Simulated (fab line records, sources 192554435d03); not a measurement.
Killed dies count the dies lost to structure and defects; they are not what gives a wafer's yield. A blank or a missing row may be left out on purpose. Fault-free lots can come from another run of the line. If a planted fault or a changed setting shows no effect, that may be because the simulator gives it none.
Chamber matching -- flow n5_finfet -- N5_BEOL_M10_STRIP_36 on rie_diel-04: 4 sister chambers
The step strips in N2/H2. 14 wafers are shown with their chamber, then 7 later ones without.

WAFERS WITH THEIR CHAMBER
wafer,chamber,drypump_motor_current_A (A),showerhead_plenum_p_Torr (Torr),throttle_valve_pct (%)
L076.1,3,6.4,2.57,23.61
L076.4,1,6.3,2.49,23.20
L076.6,3,6.4,2.57,23.58
L079.3,0,6.7,2.71,23.72
L079.4,2,5.6,2.72,23.28
L079.6,1,6.3,2.48,23.21
L084.1,0,6.7,2.71,23.72
L084.3,1,6.3,2.48,23.19
L084.4,3,6.5,2.56,23.63
L089.1,1,6.3,2.47,23.19
L089.4,3,6.4,2.56,23.67
L089.5,2,5.6,2.71,23.32
L091.2,2,5.6,2.71,23.36
L091.3,1,6.3,2.47,23.22

SIGNATURES (means of the wafers above)
reading,chamber 0,chamber 1,chamber 2,chamber 3,scatter within a chamber
drypump_motor_current_A,6.700,6.300,5.600,6.425,0.0274
showerhead_plenum_p_Torr,2.7100,2.4780,2.7133,2.5650,0.00668
throttle_valve_pct,23.7200,23.2020,23.3200,23.6225,0.0286
Rule: distance of a wafer from a chamber = root of the sum over the readings of ((wafer's reading minus chamber's mean) / reading's scatter) squared. If the next closest chamber is less than 2 further off than the closest, the wafer can't be placed; otherwise it belongs to the closest. The scatter is the square root of a quotient: the sum, over the shown wafers, of each reading's squared deviation from its chamber's mean, divided by wafers minus chambers.

WAFERS WITHOUT THEIR CHAMBER
wafer,drypump_motor_current_A (A),showerhead_plenum_p_Torr (Torr),throttle_valve_pct (%)
L091.6,6.7,2.70,23.76
L096.1,6.7,2.70,23.77
L096.3,6.4,2.56,23.65
L096.5,6.3,2.47,23.20
L097.1,6.4,2.56,23.63
L097.3,5.6,2.70,23.34
L097.5,6.7,2.70,23.78

THE CHAMBER EACH PASSED THROUGH
wafer,from the rows above,in truth
L091.6,0,0
L096.1,0,0
L096.3,3,3
L096.5,1,1
L097.1,3,3
L097.3,2,2
L097.5,0,0
Correctly placed: 7 of 7. Can't be placed from these rows: 0. Placed wrongly: 0.
